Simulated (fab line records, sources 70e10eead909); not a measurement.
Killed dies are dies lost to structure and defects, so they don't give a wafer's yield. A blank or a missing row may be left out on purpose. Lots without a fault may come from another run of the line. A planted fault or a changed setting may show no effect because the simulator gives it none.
fab line records | flow nand_harc
record lots=7 wafers=21 last_day=24
route steps=1159 shown P_CONTACT@228 END@1159
lots that met no fault: from a run of the same line without faults
start_h: hours from the record's first day to the start of the lot's first wafer shown | wait_h: hours since the lot's step before | " the same as in the row above | L1.1+2: a row that stands for several wafers | - no value, or no start given | * or withheld: withheld | < > ~ a bound
route shown NAME@n: a module of which the file shows steps, and the number in the route of the first | usual: mean/standard deviation of fault-free wafers | same: alike in all rows | chamber/n: place in a boat | sites: the reading at each site | _std_site: their standard deviation | _edge_site: outer sites' mean less inner sites' | radius_mm: how far each site lies from the wafer's centre | mask NAME#n: copy n | behind: the tool/chamber that last shaped the wafer | hold: why the lot was held/for how many hours/how that ended | device: the transistor (n, p or np) that didn't switch | end of line: the same wafers' tests at the end of the route | a step without rows: its recipe alone | killed: dies lost to structure and defects at the first sort, not the wafer's yield | map: a wafer's dies, x killed, . not, _ none there
set.NAME: the setting as run; set.NAME@STEP: as run at that earlier step | model.NAME: the simulator's own value behind a step, which no gauge read
lots at some steps of the route; a table a step, a row a wafer
services: from which hour (start_h, from the record's first day; less than 0 if before it) a tool's chamber was out of use, for how many hours, and why
## steps
# step NHARC_P_CONTACT_EBR_08
# step NHARC_P_CONTACT_EXPOSE_09
# recipe na=1.35 target_cd_nm=90 dose_mj=81.26 mask_id=P_CA
# step NHARC_P_CONTACT_PEB_10
# recipe peb_temp_c=100 peb_time_s=65
# step NHARC_P_CONTACT_DEVELOP_11
# recipe develop_time_s=35 dev_temp_c=23
# step NHARC_P_CONTACT_CD_MEAS_12
# recipe target_cd_nm=90 landing_energy_ev=500
# usual cd_nm=89.8/0.82
# columns lot.wafer tool chamber start_h wait_h cd_nm
L450.3 cd_sem-01 0 169.08 - 90.1
L450.4 " 0 " " 90.2
L450.5 " 0 " " 90.1
L449.1 cd_sem-03 0 172.04 - 89.3
L449.5 " 0 " " 90.2
L449.6 " 0 " " 90.5
L451.2 cd_sem-03 0 174.85 - 89.4
L451.3 " 0 " " 88.8
L451.4 " 0 " " 87.9
L453.1 cd_sem-03 0 187.25 - 90.7
L453.5 " 0 " " 90.1
L453.6 " 0 " " 90.5
L456.3 cd_sem-03 0 206.71 - 90.2
L456.5 " 0 " " 90.0
L456.6 " 0 " " 89.8
L458.1 cd_sem-01 0 212.78 - 90.7
L458.3 " 0 " " 90.1
L458.6 " 0 " " 90.1
L462.2 cd_sem-03 0 239.92 - 88.8
L462.3 " 0 " " 89.5
L462.4 " 0 " " 89.4
# step NHARC_P_CONTACT_OVL_MEAS_13
# usual overlay_x_nm=-0.3/0.85 overlay_y_nm=-0.1/0.96
# columns lot.wafer tool chamber start_h wait_h overlay_x_nm overlay_y_nm
L450.3 overlay-01 - 169.16 - 0.0 1.2
L450.4 " - " " 0.4 0.5
L450.5 " - " " 0.2 0.4
L449.1 overlay-01 - 172.13 - -0.3 -1.4
L449.5 " - " " -0.1 -1.1
L449.6 " - " " -0.3 -1.0
L451.2 overlay-01 - 174.94 - 0.4 0.3
L451.3 " - " " -0.4 0.0
L451.4 " - " " 0.1 0.0
L453.1 overlay-02 - 187.34 - -0.2 -0.9
L453.5 " - " " -0.6 -1.6
L453.6 " - " " -0.5 -1.4
L456.3 overlay-01 - 206.79 - -0.4 -0.6
L456.5 " - " " -0.3 -0.6
L456.6 " - " " 0.4 0.0
L458.1 overlay-02 - 212.86 - -1.0 -0.4
L458.3 " - " " -1.4 -0.1
L458.6 " - " " -1.1 -0.5
L462.2 overlay-01 - 240.00 - -0.2 1.9
L462.3 " - " " -1.0 1.3
L462.4 " - " " -0.2 1.4
# step NHARC_P_CONTACT_INSPECT_14
# usual raw_defect_count=4.0/2.1
# columns lot.wafer tool chamber start_h wait_h raw_defect_count
L450.3 defect_inspect-02 - 169.20 0.0 6
L450.4 " - " " 2
L450.5 " - " " 4
L449.1 defect_inspect-02 - 172.16 0.0 3
L449.5 " - " " 3
L449.6 " - " " 4
L451.2 defect_inspect-01 - 174.98 0.0 3
L451.3 " - " " 5
L451.4 " - " " 4
L453.1 defect_inspect-02 - 187.38 0.0 4
L453.5 " - " " 3
L453.6 " - " " 4
L456.3 defect_inspect-01 - 206.83 0.0 6
L456.5 " - " " 10
L456.6 " - " " 2
L458.1 defect_inspect-02 - 212.90 0.0 6
L458.3 " - " " 6
L458.6 " - " " 6
L462.2 defect_inspect-02 - 240.04 0.0 4
L462.3 " - " " 1
L462.4 " - " " 6
# step NHARC_P_CONTACT_DESCUM_17
# recipe time_s=3 o2_flow_sccm=200 ar_flow_sccm=0 bias_power_w=0 chemistry=O2
# usual drypump_motor_current_A=5.7/0.49 oes_product_au=1.002/0.013 rf_vpp_V=57.8/0.92 showerhead_plenum_p_Torr=1.93/0.072 throttle_valve_pct=11.311/0.0087
# columns lot.wafer tool chamber start_h wait_h drypump_motor_current_A oes_product_au rf_hours_counter_h rf_vpp_V showerhead_plenum_p_Torr throttle_valve_pct
L450.4 rie_diel-02 3 169.26 0.1 5.8 1.014 1 59.2 1.93 11.307
L450.3 " 2 " " 5.9 1.001 1 58.8 2.04 11.308
L450.5 " 3 " " 5.8 1.009 - 57.0 1.93 11.312
L449.1 rie_diel-02 0 172.23 0.1 5.9 1.023 1 58.6 2.03 11.311
L449.5 " 0 " " 5.9 1.026 - 58.0 2.03 11.311
L449.6 " 1 " " 6.5 0.981 - 58.7 1.86 11.311
L451.3 rie_diel-02 0 175.04 0.1 5.9 1.020 2 57.9 2.03 11.305
L451.4 " 2 " " 5.9 0.992 2 58.1 2.04 11.323
L451.2 " 3 " " 5.8 1.005 2 57.9 1.93 11.301
L453.1 rie_diel-02 2 187.46 0.1 5.9 0.999 3 58.5 2.04 11.309
L453.6 " 0 " " 5.9 1.014 - 56.9 2.03 11.307
L453.5 " 1 " " 6.5 0.977 - 56.8 1.86 11.316
L456.3 rie_diel-04 3 206.91 0.1 5.6 1.013 28 57.2 1.81 11.315
L456.6 " 0 " " 6.7 0.992 - 57.2 1.96 11.304
L456.5 " 1 " " 4.6 1.006 - 58.1 1.92 11.317
L458.3 rie_diel-10 1 212.96 0.1 5.7 0.984 2 58.0 1.93 11.303
L458.1 " 3 " " 5.4 0.997 2 57.8 1.94 11.297
L458.6 " 2 " " 5.0 1.005 - 56.3 1.87 11.309
L462.3 rie_diel-02 3 240.11 0.1 5.8 1.007 7 56.9 1.93 11.321
L462.4 " 0 " " 5.9 1.007 8 57.5 2.02 11.302
L462.2 " 1 " " 6.5 0.985 8 57.8 1.86 11.320
# step NHARC_P_CONTACT_ETCH_35
# recipe target_depth_a=390 over_etch_frac=0.3 time_s=65 ion_energy_ev=80 cf4_flow_sccm=150 ar_flow_sccm=0 rf_w=300 bias_w=100 chemistry=CF4
# usual bias_w=100.0/0.31 cf4_flow_sccm=150.0/0.42 drypump_motor_current_A=5.8/0.5 oes_product_au=1.002/0.014 rf_fwd_power_W=297.3/1.3 rf_vpp_V=151.4/1.1 showerhead_plenum_p_Torr=1.78/0.063 throttle_valve_pct=13.284/0.0089
# columns lot.wafer tool chamber start_h wait_h bias_w cf4_flow_sccm drypump_motor_current_A oes_product_au rf_fwd_power_W rf_hours_counter_h rf_vpp_V showerhead_plenum_p_Torr throttle_valve_pct
L450.3 rie_diel-02 0 169.34 0.1 99.7 149.0 5.9 1.019 297.0 1 151.1 1.87 13.286
L450.4 " 3 " " 99.9 149.8 5.7 0.998 297.4 1 153.5 1.78 13.291
L450.5 " 0 " " 99.7 150.0 5.9 1.023 295.9 - 153.0 1.86 13.278
L449.1 rie_diel-02 3 172.32 0.1 100.5 150.5 5.8 1.013 298.1 1 152.0 1.78 13.280
L449.6 " 1 " " 99.9 150.1 6.5 0.977 296.5 - 150.6 1.72 13.282
L449.5 " 2 " " 99.8 150.0 5.9 1.005 297.2 - 151.8 1.88 13.288
L451.3 rie_diel-02 1 175.12 0.1 100.1 149.8 6.5 0.972 299.1 2 151.9 1.72 13.269
L451.2 " 3 " " 99.8 149.5 5.8 1.013 297.8 2 151.1 1.78 13.285
L451.4 " 0 " " 100.2 149.6 5.8 1.017 296.9 2 150.9 1.86 13.272
L453.1 rie_diel-02 2 187.53 0.1 100.4 150.1 5.9 1.005 297.6 3 152.0 1.88 13.270
L453.5 " 1 " " 99.7 149.5 6.5 0.979 298.0 - 150.3 1.72 13.290
L453.6 " 2 " " 99.9 150.7 5.9 0.990 295.9 - 154.2 1.88 13.272
L456.3 rie_diel-04 1 206.99 0.1 99.9 150.4 4.6 0.995 296.2 30 152.4 1.78 13.298
L456.5 " 3 " " 100.1 149.9 5.6 1.015 296.7 - 150.2 1.68 13.281
L456.6 " 0 " " 100.1 150.0 6.7 0.989 298.0 - 150.6 1.81 13.270
L458.1 rie_diel-10 2 213.16 0.2 99.5 150.1 5.0 1.012 299.1 3 150.7 1.74 13.286
L458.3 " 3 " " 100.0 149.8 5.4 0.992 298.9 3 152.5 1.80 13.267
L458.6 " 2 " " 99.3 149.8 5.0 1.003 298.1 - 151.3 1.73 13.278
L462.2 rie_diel-02 0 240.19 0.1 99.9 150.0 5.8 1.008 297.5 8 152.1 1.86 13.286
L462.3 " 1 " " 99.7 150.5 6.5 1.002 296.5 8 150.5 1.72 13.291
L462.4 " 3 " " 100.2 149.2 5.8 1.022 298.5 7 151.7 1.78 13.299
# step NHARC_P_CONTACT_ETCH_36
# recipe target_depth_a=2600 over_etch_frac=0.25 time_s=406.25 ion_energy_ev=200 n2_flow_sccm=150 h2_flow_sccm=150 ar_flow_sccm=0 rf_w=400 bias_w=150 chemistry=N2/H2
# usual bias_w=150.0/0.43 chamber_pressure_mTorr=29.999/0.03 drypump_motor_current_A=5.7/0.46 oes_product_au=1.004/0.014 rf_fwd_power_W=399.2/1.2 rf_vpp_V=430.8/2.4 showerhead_plenum_p_Torr=2.05/0.082 throttle_valve_pct=14.171/0.0086
# columns lot.wafer tool chamber start_h wait_h bias_w chamber_pressure_mTorr drypump_motor_current_A oes_product_au rf_fwd_power_W rf_hours_counter_h rf_vpp_V showerhead_plenum_p_Torr throttle_valve_pct
L450.3 rie_diel-02 0 - - 150.4 30.014 5.9 1.030 400.2 1 434.3 2.16 14.176
L450.4 " 1 " " 149.5 30.006 6.5 0.972 399.8 1 429.5 1.98 14.170
L450.5 " 3 " " 150.1 30.053 5.8 1.016 398.4 - 431.4 2.06 14.163
L449.1 rie_diel-02 1 - - 150.3 30.025 6.5 0.989 397.4 1 429.3 1.98 14.172
L449.5 " 0 " " 150.4 29.956 5.9 1.027 398.4 - 433.8 2.16 14.157
L449.6 " 1 " " 150.0 30.023 6.5 0.986 397.2 - 428.2 1.98 14.171
L451.2 rie_diel-02 3 - - 149.5 29.970 5.8 1.001 400.3 2 431.8 2.06 14.178
L451.3 " 0 " " 150.6 29.962 5.9 1.025 400.2 2 433.8 2.16 14.169
L451.4 " 1 " " 149.4 30.024 6.5 0.976 400.8 2 429.5 1.98 14.171
L453.1 rie_diel-02 1 - - 149.8 30.005 6.5 0.984 398.3 3 428.4 1.98 14.157
L453.5 " 1 " " 149.3 29.996 6.5 0.985 397.6 - 429.4 1.98 14.156
L453.6 " 2 " " 150.0 30.003 5.9 1.002 400.0 - 433.9 2.18 14.173
L456.3 rie_diel-04 1 - - 150.0 29.974 4.6 1.000 399.5 30 429.7 2.05 14.165
L456.6 " 2 " " 149.4 29.996 5.6 1.012 398.8 - 431.4 2.09 14.161
L456.5 " 3 " " 150.1 29.978 5.6 1.014 401.2 - 426.9 1.92 14.173
L458.3 rie_diel-10 0 - - 149.8 29.970 5.7 1.021 400.2 3 427.5 1.92 14.177
L458.1 " 1 " " 149.5 29.988 5.6 0.983 396.4 2 430.4 2.05 14.171
L458.6 " 2 " " 149.6 30.005 4.9 0.999 399.2 - 429.5 2.00 14.174
L462.4 rie_diel-02 3 - - 150.4 29.991 5.8 1.011 399.6 7 429.9 2.06 14.170
L462.2 " 0 " " 150.1 30.007 5.9 1.021 400.4 8 432.6 2.16 14.169
L462.3 " 1 " " 149.3 29.993 6.5 0.995 399.7 8 429.3 1.98 14.166
# step NHARC_P_CONTACT_ETCH_18
# recipe target_depth_a=4810 time_s=240.5 c4f8_flow_sccm=20 o2_flow_sccm=10 ar_flow_sccm=withheld rf_w=600 bias_w=1500 chemistry=C4F8/O2/Ar
# usual bias_w=1501/4.9 chamber_pressure_mTorr=24.998/0.023 oes_product_au=0.961/0.021 rf_fwd_power_W=598.5/1.9 rf_vpp_V=979/5.2
# columns lot.wafer tool chamber start_h wait_h bias_w chamber_pressure_mTorr oes_product_au rf_fwd_power_W rf_hours_counter_h rf_vpp_V
L450.3 rie_diel-02 0 - - 1505 25.003 0.988 599.4 1 986
L450.4 " 1 " " 1495 24.994 0.949 594.7 1 976
L450.5 " 2 " " 1492 24.988 0.965 596.3 - 989
L449.1 rie_diel-02 2 - - 1507 24.980 0.988 596.6 2 987
L449.6 " 0 " " 1509 25.010 0.991 599.4 - 986
L449.5 " 1 " " 1498 24.984 0.945 600.4 - 974
L451.3 rie_diel-02 1 - - 1502 25.010 0.946 595.4 2 975
L451.4 " 2 " " 1505 24.949 0.962 598.6 2 988
L451.2 " 0 " " 1505 24.967 0.979 597.7 2 985
L453.1 rie_diel-02 0 - - 1499 25.003 0.974 597.3 3 986
L453.6 " 3 " " 1504 25.013 0.989 596.7 - 979
L453.5 " 0 " " 1498 25.025 0.965 598.5 - 986
L456.3 rie_diel-04 2 - - 1501 25.007 0.946 601.5 29 981
L456.5 " 3 " " 1501 24.963 0.958 599.2 - 972
L456.6 " 0 " " 1513 24.998 0.940 603.1 - 981
L458.1 rie_diel-10 0 - - 1505 24.997 0.971 598.2 3 970
L458.3 " 2 " " 1498 24.983 0.945 595.5 3 976
L458.6 " 1 " " 1512 24.999 0.926 596.1 - 979
L462.4 rie_diel-02 0 - - 1507 25.038 0.976 595.1 8 987
L462.2 " 1 " " 1505 25.000 0.957 598.5 8 973
L462.3 " 2 " " 1500 25.000 0.921 599.0 8 987
# step NHARC_P_CONTACT_STRIP_37
# recipe c4f8_flow_sccm=withheld o2_flow_sccm=8 ar_flow_sccm=withheld bias_w=0 chemistry=C4F8/O2/Ar
# step NHARC_P_CONTACT_ETCH_31
# recipe target_depth_a=300 time_s=85.7 ion_energy_ev=120 over_etch_frac=1 ch3f_flow_sccm=50 o2_flow_sccm=30 ar_flow_sccm=200 rf_w=500 bias_w=100 chemistry=CH3F/O2
# usual bias_w=100.0/0.3 ch3f_flow_sccm=50.00/0.14 drypump_motor_current_A=5.7/0.48 oes_product_au=0.981/0.017 rf_fwd_power_W=496.2/1.9 rf_vpp_V=244.6/1.5 showerhead_plenum_p_Torr=2.48/0.088 throttle_valve_pct=20.663/0.009
# columns lot.wafer tool chamber start_h wait_h bias_w ch3f_flow_sccm drypump_motor_current_A oes_product_au rf_fwd_power_W rf_hours_counter_h rf_vpp_V showerhead_plenum_p_Torr throttle_valve_pct
L450.4 rie_diel-02 1 170.01 - - - - - - - - - -
L450.3 " 3 " " - - - - - - - - -
L450.5 " 1 " " - - - - - - - - -
L449.1 rie_diel-02 2 172.97 - - - - - - - - - -
L449.6 " 1 " " - - - - - - - - -
L449.5 " 2 " " - - - - - - - - -
L451.4 rie_diel-02 1 175.78 - - - - - - - - - -
L451.2 " 3 " " - - - - - - - - -
L451.3 " 0 " " - - - - - - - - -
L453.1 rie_diel-02 0 188.20 - 99.9 50.09 5.9 0.997 494.7 3 246.7 2.60 20.668
L453.5 " 2 " " 99.6 49.98 5.9 0.973 494.5 - 246.2 2.62 20.658
L453.6 " 3 " " 100.2 50.04 5.8 0.994 498.7 - 244.8 2.48 20.669
L456.3 rie_diel-04 2 207.64 - 99.4 49.95 5.6 0.992 495.4 29 245.3 2.51 20.656
L456.5 " 1 " " 100.2 49.77 4.7 0.986 494.5 - 244.2 2.47 20.666
L456.6 " 2 " " 99.4 49.83 5.6 0.973 496.5 - 244.5 2.51 20.653
L458.1 rie_diel-10 1 213.82 - 100.1 49.95 5.6 0.960 493.0 2 244.4 2.48 20.662
L458.3 " 3 " " 99.9 49.77 5.4 0.952 494.0 3 244.9 2.50 20.646
L458.6 " 2 " " 100.1 49.99 5.0 0.980 499.1 - 244.1 2.41 20.666
L462.4 rie_diel-02 2 240.84 - 99.7 49.76 5.9 0.958 495.9 8 245.6 2.62 20.654
L462.3 " 3 " " 99.9 50.08 5.8 0.980 495.6 8 244.0 2.48 20.645
L462.2 " 1 " " 99.6 49.98 6.5 0.963 496.1 8 244.1 2.39 20.667
# step NHARC_P_CONTACT_CD_MEAS_19
# usual cd_nm=90.0/1.7
# columns lot.wafer tool chamber start_h wait_h cd_nm
L450.3 cd_sem-03 - 170.13 - 90.6
L450.4 " - " " 89.2
L450.5 " - " " 88.6
L449.1 cd_sem-03 - 173.10 - 89.5
L449.5 " - " " 90.7
L449.6 " - " " 88.6
L451.2 cd_sem-02 - 175.91 - 88.0
L451.3 " - " " 89.0
L451.4 " - " " 87.8
L453.1 cd_sem-03 - 188.32 - 89.5
L453.5 " - " " 89.0
L453.6 " - " " 91.1
L456.3 cd_sem-02 - 207.77 - 91.5
L456.5 " - " " 89.9
L456.6 " - " " 91.7
L458.1 cd_sem-01 - 213.96 - 89.3
L458.3 " - " " 90.4
L458.6 " - " " 89.7
L462.2 cd_sem-03 - 240.98 - 91.6
L462.3 " - " " 91.1
L462.4 " - " " 93.5
# step NHARC_END_SORT_01
# recipe temp_c=25
# usual killed_at_array=24/8.7 killed_at_other=0.8/1.2 killed_at_periphery=3.6/2.3 killed_dies=28/8.9 killed_open=3.2/1.9 killed_short=2.0/1.6
# same gross_dies=677
# columns lot.wafer tool chamber start_h wait_h killed_at_array killed_at_other killed_at_periphery killed_dies killed_open killed_short
L450.3 prober-01 0 498.29 3.1 47 0 630 677 7 1
L450.4 prober-01 0 499.09 3.4 33 1 643 677 4 1
L450.5 prober-01 0 499.89 3.7 34 0 643 677 2 3
L449.1 prober-02 0 518.16 2.5 27 3 647 677 5 1
L449.5 prober-02 0 521.40 3.7 26 2 649 677 3 1
L449.6 prober-02 0 522.21 4.1 13 0 664 677 0 1
L451.2 prober-01 0 526.83 2.8 26 0 651 677 6 3
L451.3 prober-01 0 527.62 3.1 28 0 649 677 7 0
L451.4 prober-01 0 528.41 3.4 25 0 652 677 0 4
L456.6 prober-02 0 565.81 3.9 35 0 3 38 1 1
# killed by level:class
L450.3 P_CONTACT:area_etch=624 A_CHANNEL_HOLE_D1:chamber_film_flake=16 A_SLIT:chamber_film_flake=15 A_CONTACT:chamber_film_flake=9 A_STAIRCASE:chamber_film_flake=3 P_M0:geometric_particle:open=2 P_GATE:geometric_particle:open=1 P_M1:geometric_particle:open=1
L450.4 P_CONTACT:area_etch=637 A_CHANNEL_HOLE_D1:chamber_film_flake=19 A_SLIT:chamber_film_flake=6 P_BONDPAD:chamber_film_flake=3 A_CONTACT:chamber_film_flake=3 A_WL_FILL:chamber_film_flake=2 P_GATE:geometric_particle:open=1 P_CONTACT:geometric_particle:open=1
L450.5 P_CONTACT:area_etch=641 A_SLIT:chamber_film_flake=15 A_CHANNEL_HOLE_D1:chamber_film_flake=10 A_STAIRCASE:chamber_film_flake=3 P_BONDPAD:chamber_film_flake=1 A_ONON_D1:geometric_particle:open=1 A_ONON_D1:geometric_particle:short=1 A_CHANNEL_FILL_D1:geometric_particle:short=1
L449.1 P_CONTACT:area_etch=645 A_SLIT:chamber_film_flake=12 A_CHANNEL_HOLE_D1:chamber_film_flake=4 A_WL_FILL:chamber_film_flake=3 THIN_TSV:chamber_film_flake=3 A_CHANNEL_HOLE_D1:geometric_particle:open=2 A_BLC:geometric_particle:open=2 A_CONTACT:geometric_particle:open=1
L449.5 P_CONTACT:area_etch=645 A_SLIT:chamber_film_flake=13 A_CHANNEL_HOLE_D1:chamber_film_flake=6 A_CONTACT:geometric_particle:open=2 P_STI:chamber_film_flake=2 A_WL_FILL:chamber_film_flake=2 A_CONTACT:chamber_film_flake=2 THIN_TSV:chamber_film_flake=2
L449.6 P_CONTACT:area_etch=662 A_SLIT:chamber_film_flake=7 A_CONTACT:chamber_film_flake=3 A_BLC:geometric_particle:short=1 P_ZERO_WELL:chamber_film_flake=1 P_GATE:chamber_film_flake=1 A_SGD_CUT:chamber_film_flake=1 A_WL_FILL:chamber_film_flake=1
L451.2 P_CONTACT:area_etch=648 A_CHANNEL_HOLE_D1:chamber_film_flake=8 A_STAIRCASE:chamber_film_flake=7 A_CONTACT:chamber_film_flake=4 A_CHANNEL_FILL_D1:geometric_particle:open=2 P_GATE:geometric_particle:short=1 P_M0:geometric_particle:open=1 A_ONON_D1:geometric_particle:short=1
L451.3 P_CONTACT:area_etch=646 A_CHANNEL_HOLE_D1:chamber_film_flake=12 A_CONTACT:chamber_film_flake=7 A_CONTACT:geometric_particle:open=2 A_M0:geometric_particle:open=2 A_STAIRCASE:chamber_film_flake=2 P_GATE:geometric_particle:open=1 A_SGD_CUT:geometric_particle:open=1
L451.4 P_CONTACT:area_etch=649 A_CHANNEL_HOLE_D1:chamber_film_flake=9 A_STAIRCASE:chamber_film_flake=8 A_CONTACT:chamber_film_flake=4 A_CHANNEL_FILL_D1:geometric_particle:short=2 P_BONDPAD:chamber_film_flake=2 P_STI:geometric_particle:short=1 A_ONON_D1:geometric_particle:short=1
L456.6 A_SLIT:chamber_film_flake=13 A_CHANNEL_HOLE_D1:chamber_film_flake=8 A_BLC:chamber_film_flake=6 A_BONDPAD:chamber_film_flake=3 A_CONTACT:chamber_film_flake=2 A_CHANNEL_FILL_D1:geometric_particle:open=1 A_CONTACT:geometric_particle:short=1 P_STI:chamber_film_flake=1
# map L449.1 (x killed, . not)
____________x____________
_________xxxxxxx_________
_______xxxxxxxxxxx_______
______xxxxxxxxxxxxx______
_____xxxxxxxxxxxxxxx_____
____xxxxxxxxxxxxxxxxx____
____xxxxxxxxxxxxxxxxx____
___xxxxxxxxxxxxxxxxxxx___
___xxxxxxxxxxxxxxxxxxx___
__xxxxxxxxxxxxxxxxxxxxx__
__xxxxxxxxxxxxxxxxxxxxx__
_xxxxxxxxxxxxxxxxxxxxxxx_
_xxxxxxxxxxxxxxxxxxxxxxx_
_xxxxxxxxxxxxxxxxxxxxxxx_
_xxxxxxxxxxxxxxxxxxxxxxx_
_xxxxxxxxxxxxxxxxxxxxxxx_
xxxxxxxxxxxxxxxxxxxxxxxxx
xxxxxxxxxxxxxxxxxxxxxxxxx
xxxxxxxxxxxxxxxxxxxxxxxxx
xxxxxxxxxxxxxxxxxxxxxxxxx
xxxxxxxxxxxxxxxxxxxxxxxxx
_xxxxxxxxxxxxxxxxxxxxxxx_
_xxxxxxxxxxxxxxxxxxxxxxx_
_xxxxxxxxxxxxxxxxxxxxxxx_
_xxxxxxxxxxxxxxxxxxxxxxx_
_xxxxxxxxxxxxxxxxxxxxxxx_
__xxxxxxxxxxxxxxxxxxxxx__
__xxxxxxxxxxxxxxxxxxxxx__
___xxxxxxxxxxxxxxxxxxx___
___xxxxxxxxxxxxxxxxxxx___
____xxxxxxxxxxxxxxxxx____
____xxxxxxxxxxxxxxxxx____
_____xxxxxxxxxxxxxxx_____
______xxxxxxxxxxxxx______
_______xxxxxxxxxxx_______
_________xxxxxxx_________
____________x____________
# map L450.3 (x killed, . not)
____________x____________
_________xxxxxxx_________
_______xxxxxxxxxxx_______
______xxxxxxxxxxxxx______
_____xxxxxxxxxxxxxxx_____
____xxxxxxxxxxxxxxxxx____
____xxxxxxxxxxxxxxxxx____
___xxxxxxxxxxxxxxxxxxx___
___xxxxxxxxxxxxxxxxxxx___
__xxxxxxxxxxxxxxxxxxxxx__
__xxxxxxxxxxxxxxxxxxxxx__
_xxxxxxxxxxxxxxxxxxxxxxx_
_xxxxxxxxxxxxxxxxxxxxxxx_
_xxxxxxxxxxxxxxxxxxxxxxx_
_xxxxxxxxxxxxxxxxxxxxxxx_
_xxxxxxxxxxxxxxxxxxxxxxx_
xxxxxxxxxxxxxxxxxxxxxxxxx
xxxxxxxxxxxxxxxxxxxxxxxxx
xxxxxxxxxxxxxxxxxxxxxxxxx
xxxxxxxxxxxxxxxxxxxxxxxxx
xxxxxxxxxxxxxxxxxxxxxxxxx
_xxxxxxxxxxxxxxxxxxxxxxx_
_xxxxxxxxxxxxxxxxxxxxxxx_
_xxxxxxxxxxxxxxxxxxxxxxx_
_xxxxxxxxxxxxxxxxxxxxxxx_
_xxxxxxxxxxxxxxxxxxxxxxx_
__xxxxxxxxxxxxxxxxxxxxx__
__xxxxxxxxxxxxxxxxxxxxx__
___xxxxxxxxxxxxxxxxxxx___
___xxxxxxxxxxxxxxxxxxx___
____xxxxxxxxxxxxxxxxx____
____xxxxxxxxxxxxxxxxx____
_____xxxxxxxxxxxxxxx_____
______xxxxxxxxxxxxx______
_______xxxxxxxxxxx_______
_________xxxxxxx_________
____________x____________
## services
# columns tool chamber start_h hours kind
rie_diel-02 - 150.78 9.0 pm
rie_diel-02 0 150.78 9.0 vent_cycle
rie_diel-02 1 150.78 9.0 vent_cycle
rie_diel-02 2 150.78 9.0 vent_cycle
rie_diel-02 3 150.78 9.0 vent_cycle
rie_diel-02 0 159.78 - clean
rie_diel-02 1 159.78 - clean
rie_diel-02 2 159.78 - clean
rie_diel-02 3 159.78 - clean
rie_diel-10 - 176.50 9.0 pm
rie_diel-02 0 184.28 - clean
rie_diel-02 1 184.28 - clean
rie_diel-02 2 184.28 - clean
rie_diel-02 3 184.28 - clean
rie_diel-10 1 204.97 3.9 repair
rie_diel-02 0 208.78 - clean
rie_diel-02 1 208.78 - clean
rie_diel-02 2 208.78 - clean
rie_diel-02 3 208.78 - clean
rie_diel-10 0 217.32 19.7 repair
rie_diel-02 1 219.32 3.7 repair
rie_diel-02 1 223.10 4.4 repair
rie_diel-10 1 226.61 1.7 repair
rie_diel-02 0 233.49 - clean
## key
first_sign step=NHARC_P_CONTACT_ETCH_31 reading=tool_record direction=missing
effect step=NHARC_END_SORT_01 reading=killed_at_periphery direction=up sigmas=99+ usual=3.6 struck=647.6
more_kills_born_at NHARC_P_CONTACT_ETCH_31@rie_diel-02=5797
met_at NHARC_P_CONTACT_ETCH_31
struck_wafers L449.1,L449.5,L449.6,L450.3,L450.4,L450.5,L451.2,L451.3,L451.4
later_rows_left_out L449.1,L449.5,L449.6,L450.3,L450.4,L450.5,L451.2,L451.3,L451.4
tester_left_out L449,L450,L451
fault kind=skipped_step_whole tool=rie_diel-02 chamber=- onset_h=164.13 steps=NHARC_P_CONTACT_ETCH_31 scope=struck_lots_only
# tester_left_out: of these lots the tester's yield and bins aren't shown, on N5 and GAA mostly nor the transistor test; their killed dies are dies lost to structure and defects alone, not to doping, threshold or leakage, so they don't give the yield
# later_rows_left_out: the simulator's readings of these wafers behind a module that went badly wrong aren't trusted and aren't shown, but for the sort
